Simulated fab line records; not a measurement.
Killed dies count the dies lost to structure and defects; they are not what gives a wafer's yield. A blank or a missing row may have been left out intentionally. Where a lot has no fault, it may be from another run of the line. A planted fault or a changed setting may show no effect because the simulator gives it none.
What tool caused it? -- flow n5 finfet -- 24 lots with 72 wafers sampled at 6 steps, on a route of 1938 steps

## WHAT THE GAUGES READ, wafer by wafer
N5_BEOL_M13_THK_MEAS_01. Usual: M13_ILD_THK typically reads 838 nm, with standard deviation 11.
lot,measured,on,M13_ILD_THK (nm),flag
L075,day 10 23:14,film metro-01,850 853 853,
L074,day 11 03:15,film metro-01,834 815 844,
L076,day 11 09:34,film metro-01,837 835 829,
L078,day 11 12:25,film metro-02,834 820 846,
L077,day 11 15:27,film metro-02,838 848 858,
L080,day 11 21:31,film metro-02,830 830 859,
L079,day 12 00:08,film metro-02,836 837 844,
L081,day 12 00:34,film metro-01,805 829 842,
L083,day 12 18:45,film metro-02,813 843 844,
L082,day 12 20:07,film metro-01,822 830 843,
L084,day 12 20:31,film metro-01,824 816 836,
L085,day 13 00:57,film metro-02,824 846 837,
L086,day 13 05:50,film metro-01,837 841 849,
L089,day 13 23:49,film metro-02,842 836 841,
L087,day 14 03:15,film metro-01,841 842 850,
L088,day 14 13:01,film metro-01,829 836 839,
L090,day 14 20:34,film metro-02,808 826 832,
L091,day 14 21:09,film metro-01,836 836 857,
L093,day 15 06:56,film metro-01,852 840 854,
L092,day 15 09:45,film metro-02,839 833 837,
L095,day 15 14:52,film metro-02,841 850 853,
L094,day 15 17:32,film metro-01,849 855 852,
L096,day 16 02:37,film metro-02,835 858 844,
L097,day 16 20:01,film metro-01,838 866 848,

## WHICH TOOL RAN EACH LOT (tool, then ch and the chambers of the sampled wafers, then the start)
lot,N5_BEOL_M12_VIA_ETCH_16,N5_BEOL_M12_ETCH_67,N5_BEOL_M12_SPUTTER_43,N5_BEOL_M12_SPUTTER_44,N5_BEOL_M13_ILD_DEP_00
L075,"rie diel-05 ch 0,2,3, day 10 18:11","rie diel-05 ch 0,2,3, day 10 19:58","pvd sputter-01, day 10 21:48","pvd sputter-01, day 10 21:53","pecvd-03 ch 1,2, day 10 23:05"
L074,"rie diel-01 ch 0,1,2, day 10 19:40","rie diel-01 ch 0,1,3, day 10 20:38","pvd sputter-03, day 11 01:43","pvd sputter-03, day 11 01:48","pecvd-04 ch 0,1,2, day 11 03:06"
L076,"rie diel-04 ch 1,3, day 11 05:44","rie diel-05 ch 0,1,3, day 11 07:16","pvd sputter-01, day 11 08:12","pvd sputter-01, day 11 08:17","pecvd-03 ch 0,1,2, day 11 09:25"
L078,"rie diel-01 ch 1,2,3, day 11 09:01","rie diel-05 ch 0,2,3, day 11 09:58","pvd sputter-02, day 11 11:04","pvd sputter-02, day 11 11:09","pecvd-03 ch 1,2, day 11 12:16"
L077,"rie diel-01 ch 0,3, day 11 12:14","rie diel-04 ch 0,1,3, day 11 13:13","pvd sputter-02, day 11 14:06","pvd sputter-02, day 11 14:11","pecvd-03 ch 1,2, day 11 15:18"
L080,"rie diel-01 ch 0,1,2, day 11 16:20","rie diel-04 ch 1,2,3, day 11 17:19","pvd sputter-01, day 11 20:01","pvd sputter-01, day 11 20:06","pecvd-02 ch 0,1,2, day 11 21:22"
L079,"rie diel-01 ch 0,3, day 11 19:06","rie diel-05 ch 0,2,3, day 11 20:18","pvd sputter-01, day 11 22:47","pvd sputter-01, day 11 22:52","pecvd-03 ch 1,2, day 11 23:59"
L081,"rie diel-04 ch 0,1,3, day 11 20:44","rie diel-01 ch 0,3, day 11 21:44","pvd sputter-02, day 11 23:12","pvd sputter-02, day 11 23:17","pecvd-04 ch 0,1,2, day 12 00:25"
L083,"rie diel-04 ch 1,3, day 12 14:31","rie diel-05 ch 0,2,3, day 12 15:30","pvd sputter-02, day 12 17:19","pvd sputter-02, day 12 17:23","pecvd-03 ch 0,1,2, day 12 18:35"
L082,"rie diel-05 ch 0,1,2, day 12 14:37","rie diel-01 ch 2,3, day 12 15:32","pvd sputter-01, day 12 18:24","pvd sputter-01, day 12 18:29","pecvd-04 ch 0,1,2, day 12 19:58"
L084,"rie diel-01 ch 0,3, day 12 16:47","rie diel-04 ch 0,1,3, day 12 17:59","pvd sputter-02, day 12 18:53","pvd sputter-02, day 12 18:58","pecvd-03 ch 0,1, day 12 20:22"
L085,"rie diel-05 ch 1,2, day 12 20:18","rie diel-01 ch 0,2, day 12 21:14","pvd sputter-02, day 12 23:26","pvd sputter-02, day 12 23:31","pecvd-02 ch 0,2, day 13 00:44"
L086,"rie diel-01 ch 2,3, day 13 00:30","rie diel-05 ch 0,2,3, day 13 01:38","pvd sputter-02, day 13 04:19","pvd sputter-02, day 13 04:23","pecvd-04 ch 1,2, day 13 05:41"
L089,"rie diel-01 ch 0,2,3, day 13 19:59","rie diel-01 ch 0,1,3, day 13 20:50","pvd sputter-02, day 13 22:14","pvd sputter-02, day 13 22:19","pecvd-03 ch 0,1,2, day 13 23:40"
L087,"rie diel-04 ch 0,1, day 13 21:15","rie diel-04 ch 1,2, day 13 22:06","pvd sputter-02, day 14 01:36","pvd sputter-02, day 14 01:41","pecvd-03 ch 1,2, day 14 03:06"
L088,"rie diel-01 ch 0,2,3, day 14 04:32","rie diel-05 ch 2,3, day 14 05:23","pvd sputter-03, day 14 11:40","pvd sputter-03, day 14 11:45","pecvd-03 ch 0,2, day 14 12:52"
L090,"rie diel-05 ch 0,3, day 14 13:56","rie diel-01 ch 1,3, day 14 14:47","pvd sputter-01, day 14 18:59","pvd sputter-01, day 14 19:04","pecvd-03 ch 1,2, day 14 20:25"
L091,"rie diel-04 ch 0,1,2, day 14 14:12","rie diel-05 ch 0,3, day 14 15:04","pvd sputter-03, day 14 19:28","pvd sputter-03, day 14 19:33","pecvd-03 ch 0,1, day 14 21:00"
L093,"rie diel-05 ch 0,2, day 15 01:37","rie diel-05 ch 0,1,3, day 15 02:35","pvd sputter-03, day 15 05:20","pvd sputter-03, day 15 05:25","pecvd-04 ch 0,1, day 15 06:47"
L092,"rie diel-04 ch 0,2,3, day 15 04:34","rie diel-05 ch 0,1,3, day 15 05:29","pvd sputter-03, day 15 08:24","pvd sputter-03, day 15 08:29","pecvd-02 ch 0,2, day 15 09:36"
L095,"rie diel-05 ch 0,1,3, day 15 10:49","rie diel-01 ch 2,3, day 15 11:52","pvd sputter-02, day 15 13:29","pvd sputter-02, day 15 13:34","pecvd-04 ch 1,2, day 15 14:43"
L094,"rie diel-01 ch 0,2, day 15 14:07","rie diel-04 ch 1,2, day 15 15:14","pvd sputter-03, day 15 16:10","pvd sputter-03, day 15 16:14","pecvd-04 ch 1,2, day 15 17:23"
L096,"rie diel-01 ch 0,2,3, day 15 21:11","rie diel-04 ch 0,3, day 15 22:02","pvd sputter-03, day 15 23:31","pvd sputter-03, day 15 23:36","pecvd-02 ch 0,1,2, day 16 02:32"
L097,"rie diel-05 ch 0,3, day 16 13:14","rie diel-05 ch 0,1, day 16 14:13","pvd sputter-03, day 16 18:30","pvd sputter-03, day 16 18:35","pecvd-02 ch 1,2, day 16 19:52"
- N5_BEOL_M12_VIA_ETCH_16: etches SiOC in C4F8/O2/Ar, target depth 724.8 nm.
- N5_BEOL_M12_ETCH_67: etches SiARC in CF4, target depth 143 nm, time 238.3 s.
- N5_BEOL_M12_SPUTTER_43: material TaN, target thk 15 nm, time 24.19 s.
- N5_BEOL_M12_SPUTTER_44: material Ta, target thk 10 nm, time 16.13 s.
- N5_BEOL_M13_ILD_DEP_00: deposits SiOC from DEMS/O2, target thk 837.92 nm, time 166.4 s.

## AS READ BY THE TOOLS THEMSELVES (means over the sampled wafers that have a number; for cases with no such wafer, the mark the record gives instead)
N5_BEOL_M12_VIA_ETCH_16. Usual: drypump motor current A 5.8 A, standard deviation 0.49; he inner torr 15.001 Torr, standard deviation 0.028; oes product au 0.71 a.u., standard deviation 0.06; rf vpp V 664.5 V, standard deviation 2.2; showerhead plenum p Torr 3.40 Torr, standard deviation 0.091; throttle valve pct 24.41 %, standard deviation 0.22.
lot,tool,drypump motor current A (A),he inner torr (Torr),oes product au (a.u.),rf vpp V (V),showerhead plenum p Torr (Torr),throttle valve pct (%),flag
L075,rie diel-05,5.6,15.014,0.74,662.9,3.36,24.41,
L074,rie diel-01,5.8,15.015,0.65,665.2,3.47,24.60,
L076,rie diel-04,5.8,15.037,0.80,664.5,3.39,24.12,
L078,rie diel-01,5.7,15.015,0.66,666.4,3.48,24.67,
L077,rie diel-01,6.1,15.007,0.70,666.2,3.47,24.53,
L080,rie diel-01,5.8,15.004,0.65,666.6,3.47,24.60,
L079,rie diel-01,6.2,15.013,0.69,665.4,3.46,24.48,
L081,rie diel-04,5.8,15.021,0.75,663.2,3.36,24.14,
L083,rie diel-04,5.8,15.017,0.77,664.1,3.38,24.15,
L082,rie diel-05,5.9,14.983,0.70,662.7,3.33,24.39,
L084,rie diel-01,6.1,14.993,0.69,666.2,3.46,24.55,
L085,rie diel-05,6.4,15.000,0.66,664.4,3.33,24.48,
L086,rie diel-01,5.8,15.035,0.69,667.0,3.51,24.60,
L089,rie diel-01,5.9,14.965,0.66,665.8,3.49,24.54,
L087,rie diel-04,5.8,14.978,0.69,663.5,3.33,24.19,
L088,rie diel-01,5.9,15.001,0.67,665.7,3.49,24.56,
L090,rie diel-05,5.0,14.976,0.76,662.8,3.35,24.35,
L091,rie diel-04,5.6,14.995,0.72,663.0,3.36,24.18,
L093,rie diel-05,6.2,15.008,0.64,662.8,3.34,24.55,
L092,rie diel-04,5.8,15.013,0.73,663.2,3.30,24.04,
L095,rie diel-05,5.3,14.971,0.73,661.9,3.33,24.34,
L094,rie diel-01,5.6,14.983,0.64,667.0,3.52,24.55,
L096,rie diel-01,5.9,15.023,0.65,665.6,3.48,24.58,
L097,rie diel-05,5.0,14.993,0.74,662.5,3.34,24.38,

N5_BEOL_M12_ETCH_67. Usual: cf4 flow sccm 100.01 sccm (standard deviation 0.3); drypump motor current A 5.6 A (standard deviation 0.55); etch rf on time s 241 s (standard deviation 7.1); oes product au 0.67 a.u. (standard deviation 0.057); rf vpp V 183.7 V (standard deviation 0.92); showerhead plenum p Torr 2.12 Torr (standard deviation 0.048); throttle valve pct 15.70 % (standard deviation 0.2).
lot,tool,cf4 flow sccm (sccm),drypump motor current A (A),etch rf on time s (s),oes product au (a.u.),rf vpp V (V),showerhead plenum p Torr (Torr),throttle valve pct (%),flag
L075,rie diel-05,99.96,5.6,242,0.69,183.4,2.11,15.72,
L074,rie diel-01,100.17,6.0,243,0.63,183.3,2.14,15.93,
L076,rie diel-05,99.84,5.3,238,0.72,183.5,2.10,15.55,
L078,rie diel-05,99.79,5.6,244,0.68,183.8,2.11,15.73,
L077,rie diel-04,100.00,5.8,236,0.70,183.6,2.11,15.53,
L080,rie diel-04,99.95,5.6,237,0.74,184.3,2.12,15.45,
L079,rie diel-05,100.07,5.6,245,0.67,183.8,2.10,15.74,
L081,rie diel-01,100.15,6.2,238,0.65,184.0,2.17,15.83,
L083,rie diel-05,100.04,5.6,243,0.67,184.0,2.10,15.75,
L082,rie diel-01,99.78,5.7,239,0.64,184.0,2.19,15.83,
L084,rie diel-04,100.16,5.8,238,0.69,183.8,2.10,15.56,
L085,rie diel-01,100.08,6.0,242,0.63,184.6,2.18,15.82,
L086,rie diel-05,100.08,5.6,247,0.66,183.5,2.10,15.75,
L089,rie diel-01,100.10,6.0,238,0.70,183.5,2.14,15.81,
L087,rie diel-04,100.11,5.4,238,0.70,184.3,2.13,15.59,
L088,rie diel-05,100.13,5.6,249,0.67,184.1,2.11,15.80,
L090,rie diel-01,100.28,5.9,239,0.70,184.3,2.13,15.83,
L091,rie diel-05,99.74,5.1,235,0.70,183.4,2.10,15.61,
L093,rie diel-05,100.26,5.3,240,0.69,183.0,2.08,15.62,
L092,rie diel-05,100.14,5.3,240,0.68,183.2,2.08,15.61,
L095,rie diel-01,99.75,5.5,244,0.62,184.5,2.19,15.84,
L094,rie diel-04,99.88,5.3,238,0.70,183.2,2.10,15.50,
L096,rie diel-04,99.54,5.9,244,0.65,183.3,2.06,15.58,
L097,rie diel-05,100.14,5.6,238,0.67,183.6,2.07,15.63,

N5_BEOL_M12_SPUTTER_43. Usual: throttle valve pct reads 29.7 % (standard deviation 0.96).
lot,tool,throttle valve pct (%),flag
L075,pvd sputter-01,29.5,
L074,pvd sputter-03,29.3,
L076,pvd sputter-01,29.1,
L078,pvd sputter-02,29.6,
L077,pvd sputter-02,29.6,
L080,pvd sputter-01,30.0,
L079,pvd sputter-01,30.3,
L081,pvd sputter-02,30.0,
L083,pvd sputter-02,29.5,
L082,pvd sputter-01,30.1,
L084,pvd sputter-02,28.9,
L085,pvd sputter-02,29.7,
L086,pvd sputter-02,29.0,
L089,pvd sputter-02,30.1,
L087,pvd sputter-02,29.6,
L088,pvd sputter-03,29.4,
L090,pvd sputter-01,29.2,
L091,pvd sputter-03,29.9,
L093,pvd sputter-03,29.7,
L092,pvd sputter-03,29.3,
L095,pvd sputter-02,28.8,
L094,pvd sputter-03,29.3,
L096,pvd sputter-03,30.4,
L097,pvd sputter-03,29.2,

N5_BEOL_M12_SPUTTER_44. Usual: throttle valve pct reads 29.7 % (standard deviation 0.98).
lot,tool,throttle valve pct (%),flag
L075,pvd sputter-01,29.3,
L074,pvd sputter-03,29.3,
L076,pvd sputter-01,28.9,
L078,pvd sputter-02,29.6,
L077,pvd sputter-02,29.5,
L080,pvd sputter-01,29.9,
L079,pvd sputter-01,30.4,
L081,pvd sputter-02,30.0,
L083,pvd sputter-02,29.5,
L082,pvd sputter-01,30.0,
L084,pvd sputter-02,28.9,
L085,pvd sputter-02,29.6,
L086,pvd sputter-02,28.9,
L089,pvd sputter-02,30.2,
L087,pvd sputter-02,29.7,
L088,pvd sputter-03,29.3,
L090,pvd sputter-01,29.1,
L091,pvd sputter-03,29.8,
L093,pvd sputter-03,29.9,
L092,pvd sputter-03,29.3,
L095,pvd sputter-02,28.8,
L094,pvd sputter-03,29.4,
L096,pvd sputter-03,30.5,
L097,pvd sputter-03,29.2,

N5_BEOL_M13_ILD_DEP_00. Usual: heater power w 461 W, standard deviation 67; showerhead plenum p Torr 5.690 Torr, standard deviation 0.014; throttle valve pct 12.2 %, standard deviation 0.49.
lot,tool,heater power w (W),showerhead plenum p Torr (Torr),throttle valve pct (%),flag
L075,pecvd-03,490,5.679,12.1,
L074,pecvd-04,466,5.681,12.1,
L076,pecvd-03,438,5.690,12.2,
L078,pecvd-03,426,5.688,12.0,
L077,pecvd-03,414,5.691,11.8,
L080,pecvd-02,529,5.690,11.8,
L079,pecvd-03,461,5.681,12.0,
L081,pecvd-04,446,5.699,12.0,
L083,pecvd-03,431,5.691,12.4,
L082,pecvd-04,481,5.690,12.4,
L084,pecvd-03,482,5.687,12.2,
L085,pecvd-02,500,5.679,11.6,
L086,pecvd-04,471,5.698,12.4,
L089,pecvd-03,396,5.685,12.3,
L087,pecvd-03,411,5.680,11.9,
L088,pecvd-03,393,5.700,12.3,
L090,pecvd-03,437,5.691,12.2,
L091,pecvd-03,466,5.684,12.5,
L093,pecvd-04,478,5.694,12.1,
L092,pecvd-02,498,5.689,11.6,
L095,pecvd-04,538,5.691,12.2,
L094,pecvd-04,530,5.687,12.1,
L096,pecvd-02,498,5.690,12.0,
L097,pecvd-02,494,5.683,11.5,

## THE ANSWER, worked out from the rows above alone
Rule: a lot counts as off when the mean over its wafers that have a number is more than 3 standard deviations away from the usual mean. A lot without any number at a reading at which 4 lots or more have one is off too. The other lots that the step has rows for count as sound. The gauges are gone through in route order, then the tools' own readings, and for those a lot's mean is taken as printed above. The first step at which some lot is off is used, and at that step the reading that is off furthest; a lot without a number counts as furthest.
Across all readings shown, no lot is off: no conclusion can be drawn from this.

## WHAT THE SIMULATOR HAD INSERTED
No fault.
